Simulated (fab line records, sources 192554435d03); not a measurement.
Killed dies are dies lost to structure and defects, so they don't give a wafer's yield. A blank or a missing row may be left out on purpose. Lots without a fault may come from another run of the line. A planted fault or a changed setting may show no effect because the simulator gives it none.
A struck lot beside a sound one | flow n5_finfet | 41 steps out of a route of 1938
Sound: wafers L224.2, L224.3, L224.5. Struck: wafer L236.5. (L236.2, L236.3 of the same lot were not struck and are left out.) The cause comes at the end.
At each step with rows: each side's tool, then ch and its chambers, then its first start. Under that, the readings that differ: sound wafers | struck wafers | difference of the means | sigmas: that difference in standard deviations of wafers without a fault.
alike: readings whose means differ by less than 2 such deviations, and words and numbers that are the same on both sides. not compared: withheld readings, readings that some wafer has no value for, bounds like >300 that may hide the same value, and numbers for which the record gives no deviation and whose values overlap.
The two part at a step that has a row with sigmas, a row that says differs or no value, or rows on one side only. Numbers that don't overlap but have no deviation are shown without sigmas and don't part them. A reading that every wafer of one side lacks parts them only if that side has two wafers or more.

first, 9 steps without rows for these wafers: N5_BEOL_M4_ANNEAL_95 (time 240 s); N5_BEOL_M4_SPUTTER_96 (material Cu, target thk 4.5 nm, time 8.29 s); N5_BEOL_M4_ECD_50 (material Cu, target thk 300 nm); N5_BEOL_M4_ANNEAL_51 (time 90 s); N5_BEOL_M4_CMP_52 (polishes, stops on SiOC, t overpolish 6.8 s, target thk 40 nm); N5_BEOL_M4_PRE_CLEAN_60 (time 15 s); N5_BEOL_M4_CO_CAP_55 (material Co, precursor CCTBA/H2, target thk 2 nm, time 102.1 s); N5_BEOL_M4_PRE_CLEAN_56 (time 15 s); N5_BEOL_M4_DEP_57 (deposits SiCN from 3MS/NH3, target thk 8 nm, time 14 s).
N5_BEOL_M4_RC_MEAS_101:
  sound on prober-01 ch 0, day 8 10:27; struck on prober-01 ch 0, day 12 00:05
  alike: DIBL_N, DIBL_P, IOFF_N, IOFF_P, ION_N, ION_P, SS_N, SS_P, VT_N, VT_P
then, 24 steps without rows for these wafers: N5_BEOL_M5_ILD_DEP_00 (deposits SiCOH lowk from DEMS/porogen, target thk 140.64 nm, time 25.9 s); N5_BEOL_M5_CURE_79 (cures SiCOH lowk, time 240 s); N5_BEOL_M5_PECVD_70 (deposits SiO2 from TEOS/O2, target thk 16 nm, time 18 s); N5_BEOL_M5_HM_DEP_02 (deposits TiN, target thk 20 nm); N5_BEOL_M5_COAT_59 (time 60 s, resist thk 60 nm); N5_BEOL_M5_COAT_60 (time 60 s, resist thk 12 nm); N5_BEOL_M5_COAT_71 (time 60 s, resist thk 5 nm); N5_BEOL_M5_COAT_05 (resist thk 30 nm); N5_BEOL_M5_EBR_07; N5_BEOL_M5_SOFTBAKE_06 (time 60 s); N5_BEOL_M5_EXPOSE_08 (exposes mask M5, target cd 28 nm); N5_BEOL_M5_PEB_09 (peb time 60 s); N5_BEOL_M5_DEVELOP_10 (develop time 30 s); N5_BEOL_M5_DESCUM_16 (chemistry O2, time 7 s); N5_BEOL_M5_ETCH_72 (etches underlayer in N2/H2, target depth 6.5 nm, time 5.2 s); N5_BEOL_M5_ETCH_61 (etches SiARC in CF4, target depth 15.6 nm, time 26 s); N5_BEOL_M5_ETCH_62 (etches SOC in N2/H2, target depth 75 nm, overetch 15 nm, time 112.5 s); N5_BEOL_M5_STRIP_63 (strips in N2/H2); N5_BEOL_M5_STRIP_73 (strips in N2/H2); N5_BEOL_M5_STRIP_64 (strips in CF4); N5_BEOL_M5_HM_OPEN_17 (chemistry Cl2/BCl3, target TiN, target depth 20 nm, overetch 6 nm); N5_BEOL_M5_STRIP_19 (strips in O2); N5_BEOL_M5_COAT_65 (time 60 s, resist thk 60 nm); N5_BEOL_M5_COAT_66 (time 60 s, resist thk 12 nm).
N5_BEOL_M9_HM_DEP_02: deposits TiN, target thk 20 nm.
  sound on pvd_sputter-02, day 10 09:57; struck on pvd_sputter-02, day 13 19:40
  reading                                    | sound          | struck | difference | sigmas
  model.TiN_of_BEOL_M9_HM_DEP_02.thk_nm (nm) | 20.4 20.2 20.6 | 33.8   | +13.4      |
  alike: throttle_valve_pct
N5_BEOL_M9_HM_OPEN_17: chemistry Cl2/BCl3, target TiN, target depth 20 nm, overetch 6 nm.
  sound on rie_metal-01 ch 0,1, day 10 11:21; struck on rie_metal-01 ch 0, day 13 20:31
  reading                  | sound            | struck | difference | sigmas
  model.etch.depth_nm (nm) | 20.4 20.29 20.55 | 25.17  | +4.76      |
  alike: drypump_motor_current_A, oes_product_au, throttle_valve_pct
  not compared: rf_hours_counter_h
N5_BEOL_M9_VIA_ETCH_34: etches SiCOH lowk in C4F6/O2, target depth 182.4 nm, time 68.4 s.
  sound on rie_diel-05 ch 2,3, day 10 12:59; struck on rie_diel-04 ch 0, day 13 21:44
  reading               | sound          | struck | difference | sigmas
  oes_product_au (a.u.) | 0.92 0.85 0.92 | 0.27   | -0.63      | -7
  alike: drypump_motor_current_A, rf_vpp_V, showerhead_plenum_p_Torr, throttle_valve_pct
  not compared: rf_hours_counter_h
N5_BEOL_M9_TRENCH_ETCH_37: etches SiCOH lowk in C4F6/O2, target depth 151.43 nm, time 49 s.
  sound on rie_diel-05 ch 2,3; struck on rie_diel-04 ch 0
  reading                                    | sound          | struck | difference | sigmas
  oes_product_au (a.u.)                      | 0.92 0.85 0.92 | 0.71   | -0.19      | -2
  model.TiN_of_BEOL_M9_HM_DEP_02.thk_nm (nm) | 16 16.2 16.2   | 29.6   | +13.5      |
  alike: drypump_motor_current_A, rf_vpp_V, showerhead_plenum_p_Torr, throttle_valve_pct
  not compared: rf_hours_counter_h
N5_BEOL_M9_OCD_MEAS_38:
  sound on ocd-01, day 10 13:16; struck on ocd-01, day 13 22:01
  not compared: trench_depth_nm
N5_BEOL_M9_CD_MEAS_35: target cd 70 nm, target cd y 40 nm.
  sound on cd_sem-01, day 10 13:25; struck on cd_sem-03, day 13 22:10
  not compared: cd_nm
-- the record jumps here: 3 days lie between the struck wafers' starts before and after (it left off in module BEOL_M9 and takes up again in module PASSIVATION, whose first step shown is number 1936 of the route) --
N5_PASSIVATION_PROBE_49:
  the record has rows for the struck wafers here (prober-02, day 16 11:46) and none for the sound ones

WHERE THEY PART
First at N5_BEOL_M9_VIA_ETCH_34; last, within this record, at N5_PASSIVATION_PROBE_49.

WHY: what the simulator had put in
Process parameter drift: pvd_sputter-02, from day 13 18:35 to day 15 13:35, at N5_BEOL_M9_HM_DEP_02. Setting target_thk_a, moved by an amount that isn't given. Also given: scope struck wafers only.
